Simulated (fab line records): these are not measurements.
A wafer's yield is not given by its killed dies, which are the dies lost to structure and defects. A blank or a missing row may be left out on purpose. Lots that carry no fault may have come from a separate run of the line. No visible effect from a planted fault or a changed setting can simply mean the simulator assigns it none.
8D (eight disciplines) problem report, filled in by code	flow n5_finfet	the parts of the form that need people (team, actions taken, sign-off) are left out

## 1. PROBLEM STATEMENT
Mean of killed_at_front_end at N5_PASSIVATION_PROBE_49: 419 across 6 wafers in 2 lots; on wafers with no fault it is 37 (standard deviation 10). Relative to the usual mean, that is a shift of +38 standard deviations.
Seen first at day 16 02:46 on prober-01, wafer L102.1. The record has a number at this step for 11 wafers belonging to 4 lots. Rule for "out", or "out of limits": more than 4 standard deviations from the usual mean. Any other wafer with a number is counted as sound.

## 2. WHAT IT IS; WHAT IT IS NOT
question	is	is not
which readings at this step	killed_at_front_end, killed_dies	killed_at_M0_to_M3, killed_at_contacts, killed_at_other
which lots	L102, L103	L111, L113
which wafers of those lots	all that have a number	-
read on which tools	prober-01	-
when	from day 16 02:46	up to then (0 sound wafers); but 5 sound wafers of L111, L113 came after

## 3. THE SUSPECTS, EACH WITH WHAT RULES IT OUT
Counting: any tool at a process step up to the reading is kept as a suspect provided that every lot that is out went through it and no sound lot did after the first of them.
- plasma_asher-02 at N5_SDB_STRIP_22 (strips in N2/H2): ruled out as a lasting fault. Sound lots L111 ran on it after its first lot that is out, L102 (day 5 07:01).
- ald_metal-03 at N5_HKMG_FIN_ALD_79 (deposits TiN, target thk 1.5 nm, pulse time 1 s, purge time 3 s): kept. It ran every lot that is out, first L102 (day 5 14:09), and no sound lot after that.
- prober-01 at N5_PASSIVATION_PROBE_49: ruled out as a lasting fault. Sound lots L111, L113 ran on it after its first lot that is out, L102 (day 16 02:46).
Remaining after the count: ald_metal-03 at N5_HKMG_FIN_ALD_79.

## 4. THE CAUSE (what the simulator had put in)
At N5_HKMG_FIN_ALD_79, the step was skipped entirely on ald_metal-03 from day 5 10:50 on. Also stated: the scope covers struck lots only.
Counting left only this tool.

## 5. THE EFFECT CHAIN, in route order
Rows list readings where the struck wafers' mean (over those with a number) sits beyond 3 standard deviations from the usual. Scope: only readings with a usual standard deviation given in the record; hours: median across lots of the time from each lot's start at the first step in this table that gives one to its start at this step; sigmas: change in usual standard deviations.
hours	step	reading	usual	on struck wafers	change	sigmas
0	N5_PASSIVATION_PROBE_49	killed_at_front_end	37	419	+382	+38
0	N5_PASSIVATION_PROBE_49	killed_dies	104	486	+382	+21
0	N5_PASSIVATION_PROBE_49	killed_on_rim	14	55	+41	+9.9
It contains these process steps:
- N5_PASSIVATION_PROBE_49
Readings that are blank on the struck wafers while sound wafers have them: chamber_pressure_Torr at N5_HKMG_FIN_ALD_79; heater_power_w at N5_HKMG_FIN_ALD_79; precursor_pulse_height_rel at N5_HKMG_FIN_ALD_79.

## 6. HOW IT WOULD HAVE BEEN CAUGHT EARLIER
In this record the first reading out of limits was taken at day 16 02:46, 256 hours after the fault began at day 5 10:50.
At N5_HKMG_FIN_ALD_79 the tool's readings are blank on the struck wafers, where sound wafers have them: an empty tool record is the first sign, and it was there at once.
Each of the lots that are out, 2 in all, had begun N5_HKMG_FIN_ALD_79 on ald_metal-03 no later than day 16 02:46. A hold on the tool at that time would have spared none of them.
